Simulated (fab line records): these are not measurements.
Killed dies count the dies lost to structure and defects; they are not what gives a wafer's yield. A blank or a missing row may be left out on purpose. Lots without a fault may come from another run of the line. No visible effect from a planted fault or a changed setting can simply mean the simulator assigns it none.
Matching of chambers -- flow nandHarc -- pecvd-04 running NHARC_A_M1_PRE_CLEAN_32: 3 sister chambers
The step time 12 s. 16 wafers are shown with their chamber, then 8 later ones without.

## WAFERS, EACH WITH ITS CHAMBER
wafer,chamber,heaterPowerW (W)
L074.1,2,560
L074.3,0,603
L074.6,1,587
L077.1,1,582
L077.2,0,607
L077.3,2,623
L082.2,2,639
L082.4,2,653
L082.6,1,576
L084.3,2,635
L084.5,0,630
L084.6,2,638
L089.3,2,616
L089.5,0,576
L089.6,1,574
L088.4,1,572

SIGNATURES (means of the wafers above)
reading,chamber 0,chamber 1,chamber 2,scatter within a chamber
heaterPowerW,604.00,578.20,623.43,23.5
Rule: for each reading, subtract the chamber's mean from the wafer's reading, divide by that reading's scatter and square the result; add these up over the readings and take the root, which gives the wafer's distance from the chamber. If the next closest chamber is less than 2 further off than the closest, the wafer can't be placed; otherwise it belongs to the closest. How the scatter is found: for the shown wafers, subtract from each reading the mean of its chamber, square and add these, divide the total by (wafers less chambers), then take the root.

## WAFERS WITHOUT THEIR CHAMBER
wafer,heaterPowerW (W)
L088.5,672
L088.6,555
L095.2,560
L095.3,650
L095.5,649
L096.1,605
L096.2,556
L096.3,658

## WHICH CHAMBER EACH WENT THROUGH
wafer,from the rows above,in truth
L088.5,can't be placed: 2 or 0 or 1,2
L088.6,can't be placed: 1 or 0 or 2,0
L095.2,can't be placed: 1 or 0 or 2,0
L095.3,can't be placed: 2 or 0 or 1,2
L095.5,can't be placed: 2 or 0 or 1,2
L096.1,can't be placed: 0 or 2 or 1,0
L096.2,can't be placed: 1 or 0 or 2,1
L096.3,can't be placed: 2 or 0 or 1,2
Correct placement for 0 of the 8. These rows do not allow placing 8 (true chamber among the candidates in 8). 0 placed wrongly.
